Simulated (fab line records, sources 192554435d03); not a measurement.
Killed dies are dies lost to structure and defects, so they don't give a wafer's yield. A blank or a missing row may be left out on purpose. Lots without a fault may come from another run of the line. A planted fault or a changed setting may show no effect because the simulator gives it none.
Which tool did it? | flow n5_finfet | 9 lots, 26 wafers sampled, at 3 steps of a route of 1938

WHAT THE GAUGES READ, wafer by wafer
N5_BEOL_M4_RC_MEAS_101. Usual: DIBL_N 35.9 mV/V, standard deviation 1.7; DIBL_P 36.0 mV/V, standard deviation 2.2; IOFF_N 0.16 nA/um, standard deviation 0.031; IOFF_P 0.21 nA/um, standard deviation 0.039; ION_N 678 uA/um, standard deviation 13; ION_P 464 uA/um, standard deviation 8.8; SS_N 71.5 mV/dec, standard deviation 0.61; SS_P 73.2 mV/dec, standard deviation 0.68; VT_N 249 mV, standard deviation 3.3; VT_P -250 mV, standard deviation 3.8.
lot  | measured     | on        | DIBL_N (mV/V)  | DIBL_P (mV/V)  | IOFF_N (nA/um) | IOFF_P (nA/um) | ION_N (uA/um) | ION_P (uA/um) | SS_N (mV/dec)  | SS_P (mV/dec)  | VT_N (mV)   | VT_P (mV)      | flag
L947 | day 8 10:04  | prober-01 | 37.3 33.9 34.0 | 35.9 31.8 30.5 | 0.17 0.12 0.12 | 0.20 0.15 0.14 | 686 675 663   | 466 462 451   | 71.5 70.2 71.4 | 74.4 72.8 72.5 | 247 250 251 | -252 -253 -256 |
L949 | day 9 01:20  | prober-01 | 31.6 33.5 37.1 | 31.5 34.6 38.8 | 0.09 0.11 0.17 | 0.13 0.15 0.21 | 641 664 676   | 450 455 457   | 70.2 70.5 71.3 | 72.0 72.4 73.5 | 258 256 250 | -260 -257 -254 |
L950 | day 9 03:22  | prober-02 | 35.2 35.0 36.0 | 35.9 35.4 36.1 | 0.15 0.14 0.15 | 0.19 0.18 0.19 | 670 681 679   | 463 463 463   | 70.7 71.9 71.8 | 72.6 72.4 73.2 | 247 248 250 | -254 -254 -250 |
L954 | day 10 03:59 | prober-01 | 36.7 35.5 35.9 | 38.4 36.3 38.2 | 0.18 0.17 0.17 | 0.24 0.21 0.24 | 668 678 661   | 456 463 458   | 71.8 71.5 72.1 | 73.2 73.5 74.4 | 248 251 248 | -246 -247 -247 |
L955 | day 10 10:39 | prober-01 | 34.1 36.3 34.5 | 34.7 36.6 34.4 | 0.13 0.16 0.13 | 0.17 0.19 0.16 | 665 679 664   | 454 457 451   | 71.1 71.4 71.0 | 72.4 72.9 72.5 | 252 248 251 | -252 -251 -254 |
L963 | day 12 08:00 | prober-01 | 33.5 35.2      | 31.6 34.2      | 0.12 0.14      | 0.15 0.18      | 665 675       | 452 460       | 70.6 70.9      | 72.5 73.2      | 253 249     | -253 -250      |
L964 | day 12 17:44 | prober-02 | 35.3 36.2 34.4 | 33.9 35.6 33.5 | 0.13 0.14 0.12 | 0.17 0.19 0.16 | 651 677 655   | 447 465 452   | 71.1 71.7 71.4 | 72.2 73.0 72.7 | 255 252 255 | -254 -251 -252 |
L967 | day 13 22:55 | prober-02 | 32.6 34.8 34.6 | 34.7 36.8 36.9 | 0.13 0.17 0.16 | 0.21 0.23 0.25 | 678 685 674   | 471 472 466   | 71.6 72.3 72.4 | 72.8 73.4 74.2 | 253 249 251 | -248 -250 -248 |
L968 | day 14 02:04 | prober-02 | 34.9 38.4 34.8 | 33.1 38.7 33.7 | 0.13 0.20 0.13 | 0.17 0.25 0.17 | 681 688 690   | 462 463 465   | 71.8 72.1 70.8 | 73.0 73.7 72.6 | 251 245 250 | -252 -249 -254 |

N5_BEOL_M7_CD_MEAS_35: target cd 40 nm. Usual: cd_nm 40.4 nm, standard deviation 0.68.
lot  | measured     | on        | cd_nm (nm)     | flag
L947 | day 9 12:28  | cd_sem-03 | 40.1 40.3 40.1 |
L949 | day 9 23:15  | cd_sem-03 | 40.4 40.0 39.9 |
L950 | day 10 02:26 | cd_sem-01 | 40.6 40.9 40.6 |
L954 | day 11 10:11 | cd_sem-03 | 38.7 39.4 39.8 |
L955 | day 11 12:08 | cd_sem-03 | 40.5 39.4 39.6 |
L963 | day 13 22:05 | cd_sem-02 | 41.1 40.7      |
L964 | day 13 21:44 | cd_sem-01 | 41.1 39.7 41.1 |
L967 | day 15 09:25 | cd_sem-02 | 40.9 41.0 40.1 |
L968 | day 15 09:53 | cd_sem-02 | 40.5 41.0 40.4 |

WHICH TOOL RAN EACH LOT (tool, then ch and the chambers of the sampled wafers, then the start)
lot  | N5_BEOL_M7_STRIP_36
L947 | rie_diel-04 ch 2,3, day 9 12:07
L949 | rie_diel-03 ch 1,3, day 9 22:54
L950 | rie_diel-03 ch 0,2, day 10 02:05
L954 | rie_diel-04 ch 0,1, day 11 09:44
L955 | rie_diel-01 ch 0,3, day 11 11:47
L963 | rie_diel-01 ch 1,2, day 13 21:44
L964 | rie_diel-03 ch 0,3, day 13 21:23
L967 | rie_diel-01 ch 0,3, day 15 09:02
L968 | rie_diel-01 ch 0,2,3, day 15 09:25
- N5_BEOL_M7_STRIP_36: strips in N2/H2.

WHAT THE TOOLS THEMSELVES READ (means of the sampled wafers that have a number; where no wafer has one, the mark that the record gives instead)
N5_BEOL_M7_STRIP_36. Usual: drypump_motor_current_A 5.7 A, standard deviation 0.58; oes_product_au 0.80 a.u., standard deviation 0.086; rf_vpp_V 59.3 V, standard deviation 1.5; showerhead_plenum_p_Torr 2.54 Torr, standard deviation 0.074; throttle_valve_pct 23.50 %, standard deviation 0.27.
lot  | tool        | drypump_motor_current_A (A) | oes_product_au (a.u.) | rf_vpp_V (V) | showerhead_plenum_p_Torr (Torr) | throttle_valve_pct (%) | flag
L947 | rie_diel-04 | 6.3                         | 0.77                  | 58.9         | 2.48                            | 23.99                  |
L949 | rie_diel-03 | 5.9                         | 0.72                  | 58.8         | 2.58                            | 23.38                  |
L950 | rie_diel-03 | 5.2                         | 0.79                  | 60.2         | 2.51                            | 23.41                  |
L954 | rie_diel-04 | 6.0                         | 0.89                  | 59.3         | 2.59                            | 23.85                  |
L955 | rie_diel-01 | 5.8                         | 0.85                  | 58.8         | 2.50                            | 23.49                  |
L963 | rie_diel-01 | 5.7                         | 0.79                  | 59.2         | 2.50                            | 23.64                  |
L964 | rie_diel-03 | 5.9                         | 0.73                  | 58.5         | 2.58                            | 23.32                  |
L967 | rie_diel-01 | 5.9                         | 0.82                  | 57.3         | 2.49                            | 23.50                  |
L968 | rie_diel-01 | 5.8                         | 0.84                  | 58.2         | 2.50                            | 23.42                  |

THE ANSWER, worked out from the rows above alone
Rule: a lot is off if the mean of its wafers that have a number lies more than 3 standard deviations from the usual mean. A lot without any number at a reading at which 4 lots or more have one is off too. The other lots that the step has rows for count as sound. The gauges are gone through in route order, then the tools' own readings, and for those a lot's mean is taken as printed above. The first step at which some lot is off is used, and at that step the reading that is off furthest; a lot without a number counts as furthest.
No lot is off at any reading shown: from this, nothing can be told.

WHAT THE SIMULATOR HAD PUT IN
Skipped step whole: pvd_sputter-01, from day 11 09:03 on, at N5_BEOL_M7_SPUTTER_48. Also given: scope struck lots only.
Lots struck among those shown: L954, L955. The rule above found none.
